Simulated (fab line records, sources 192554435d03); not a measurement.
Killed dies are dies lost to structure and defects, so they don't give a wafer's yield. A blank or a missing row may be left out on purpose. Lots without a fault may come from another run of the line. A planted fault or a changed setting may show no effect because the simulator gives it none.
Chamber matching | flow n5_finfet | N5_BEOL_M1_ETCHBACK_99 on rie_diel-01: 4 sister chambers
The step etches SiO2 in CHF3, target depth 5 nm, time 10.4 s. 24 wafers are shown with their chamber, then 12 later ones without.

WAFERS WITH THEIR CHAMBER
wafer  | chamber | drypump_motor_current_A (A) | showerhead_plenum_p_Torr (Torr) | rf_vpp_V (V)
L074.3 | 0       | 5.9                         | 2.29                            | 238.6
L074.4 | 3       | 6.2                         | 2.08                            | 244.0
L074.5 | 0       | 5.8                         | 2.29                            | 237.9
L077.1 | 3       | 6.2                         | 2.08                            | 245.1
L077.3 | 2       | 6.6                         | 2.12                            | 240.4
L077.6 | 0       | 5.9                         | 2.29                            | 237.8
L078.1 | 2       | 6.6                         | 2.12                            | 240.2
L078.4 | 3       | 6.2                         | 2.08                            | 245.3
L078.5 | 2       | 6.6                         | 2.12                            | 241.0
L080.1 | 1       | 4.7                         | 2.21                            | 241.3
L080.3 | 3       | 6.2                         | 2.08                            | 245.0
L080.5 | 1       | 4.7                         | 2.21                            | 244.0
L081.1 | 3       | 6.2                         | 2.08                            | 243.6
L081.2 | 1       | 4.7                         | 2.21                            | 241.2
L081.5 | 1       | 4.7                         | 2.21                            | 242.4
L082.1 | 3       | 6.2                         | 2.08                            | 244.0
L082.5 | 1       | 4.7                         | 2.21                            | 241.5
L082.6 | 3       | 6.2                         | 2.08                            | 243.9
L083.4 | 0       | 5.9                         | 2.28                            | 238.3
L083.5 | 1       | 4.7                         | 2.21                            | 242.1
L083.6 | 3       | 6.2                         | 2.08                            | 243.7
L085.2 | 3       | 6.2                         | 2.07                            | 245.3
L085.4 | 2       | 6.6                         | 2.12                            | 240.5
L085.6 | 0       | 5.8                         | 2.28                            | 237.5

SIGNATURES (means of the wafers above)
reading                  | chamber 0 | chamber 1 | chamber 2 | chamber 3 | scatter within a chamber
drypump_motor_current_A  | 5.860     | 4.700     | 6.600     | 6.200     | 0.0245
showerhead_plenum_p_Torr | 2.2860    | 2.2100    | 2.1200    | 2.0789    | 0.00323
rf_vpp_V                 | 238.020   | 242.083   | 240.525   | 244.433   | 0.734
Rule: a wafer's distance from a chamber is the root of the sum, over the readings, of the square of ((its reading less the chamber's mean) divided by the reading's scatter). The wafer belongs to the nearest chamber; if the next one is less than 2 further off, it can't be placed. The scatter: the root of (the sum of the squares of (reading less its chamber's mean) over the shown wafers, divided by (wafers less chambers)).

WAFERS WITHOUT THEIR CHAMBER
wafer  | drypump_motor_current_A (A) | showerhead_plenum_p_Torr (Torr) | rf_vpp_V (V)
L087.1 | 6.2                         | 2.07                            | 243.0
L087.2 | 6.6                         | 2.11                            | 241.0
L087.6 | 6.6                         | 2.11                            | 239.8
L092.2 | 6.2                         | 2.07                            | 244.9
L092.3 | 4.7                         | 2.21                            | 242.9
L092.5 | 6.6                         | 2.11                            | 240.7
L093.1 | 5.9                         | 2.27                            | 237.9
L093.4 | 6.2                         | 2.07                            | 245.0
L093.6 | 4.7                         | 2.21                            | 242.2
L095.2 | 5.8                         | 2.27                            | 237.3
L095.3 | 4.7                         | 2.20                            | 242.3
L095.4 | 6.2                         | 2.07                            | 244.7

WHICH CHAMBER EACH WENT THROUGH
wafer  | from the rows above | in truth
L087.1 | 3                   | 3
L087.2 | 2                   | 2
L087.6 | 2                   | 2
L092.2 | 3                   | 3
L092.3 | 1                   | 1
L092.5 | 2                   | 2
L093.1 | 0                   | 0
L093.4 | 3                   | 3
L093.6 | 1                   | 1
L095.2 | 0                   | 0
L095.3 | 1                   | 1
L095.4 | 3                   | 3
Placed correctly: 12 of 12. Can't be placed from these rows: 0. Placed wrongly: 0.
